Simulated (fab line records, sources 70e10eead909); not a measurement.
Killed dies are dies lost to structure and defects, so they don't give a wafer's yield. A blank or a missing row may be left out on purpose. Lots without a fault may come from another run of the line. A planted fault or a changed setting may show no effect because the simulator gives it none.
Which tool did it? | flow nand_harc | 6 lots, 18 wafers sampled, at 5 steps of a route of 1159

WHAT THE GAUGES READ, wafer by wafer
NHARC_END_SORT_01.
lot  | measured     | on        | killed_at_array
L370 | day 24 11:25 | prober-01 | 667 674 673

WHICH TOOL RAN EACH LOT (tool, then ch and the chambers of the sampled wafers, then the start)
lot  | NHARC_A_STAIRCASE_STRIP_316                   | NHARC_A_STAIRCASE_STRIP_446          | NHARC_A_STAIRCASE_CMP_450     | NHARC_A_STAIRCASE_ETCHBACK_422
L357 | rie_diel-02 ch 0,1,3, day 14 14:43 or earlier | plasma_asher-01 ch 0,1, day 14 14:43 | cmp-01 ch 0,1,2, day 14 15:34 | rie_diel-07 ch 0,2,3, day 14 16:06
L360 | rie_diel-01 ch 0,1,3, day 15 05:43 or earlier | plasma_asher-01 ch 0,1, day 15 05:43 | cmp-01 ch 1,3, day 15 06:28   | rie_diel-07 ch 0,1,3, day 15 07:04
L364 | rie_diel-02 ch 0,1,3, day 16 02:08 or earlier | plasma_asher-01 ch 0, day 16 02:08   | cmp-04 ch 0,1, day 16 02:57   | rie_diel-02 ch 0,1,3, day 16 03:29
L370 | rie_diel-07 ch 1,2,3, day 18 05:47 or earlier | plasma_asher-01 ch 0,1, day 18 05:47 | cmp-01 ch 0,1,2, day 18 06:29 | rie_diel-07 ch 0,1,3, day 18 07:01
L376 | rie_diel-02 ch 1,3, day 18 21:29 or earlier   | plasma_asher-01 ch 0,1, day 18 21:29 | cmp-02 ch 0,1,2, day 18 22:13 | rie_diel-01 ch 1,2,3, day 18 22:45
L375 | rie_diel-01 ch 1,2,3, day 18 21:52 or earlier | plasma_asher-01 ch 0,1, day 18 21:52 | cmp-01 ch 0,2,3, day 18 22:45 | rie_diel-01 ch 1,2,3, day 18 23:22
- NHARC_A_STAIRCASE_STRIP_316: strips in O2.
- NHARC_A_STAIRCASE_STRIP_446: strips in O2.
- NHARC_A_STAIRCASE_CMP_450: polishes SiO2, target thk 200 nm.
- NHARC_A_STAIRCASE_ETCHBACK_422: etches the open film in CH3F/O2, target depth 40 nm, time 74.286 s.

THE ANSWER, worked out from the rows above alone
Rule: what is usual is taken from the lots themselves. Put in order of their means at a reading, lots are off if they are a third of the lots or fewer, leave a main group of 4 or more, and stand apart from it by a gap of 3 or more times the standard deviation of the main group's means; of several such gaps the widest counts. A main group whose means are all the same, to the digits that the tables above print for the reading, isn't used. A lot without any number at a reading at which 4 lots or more have one is off too. The other lots that the step has rows for count as sound.
No lot is off at any reading shown: from this, nothing can be told.

WHAT THE SIMULATOR HAD PUT IN
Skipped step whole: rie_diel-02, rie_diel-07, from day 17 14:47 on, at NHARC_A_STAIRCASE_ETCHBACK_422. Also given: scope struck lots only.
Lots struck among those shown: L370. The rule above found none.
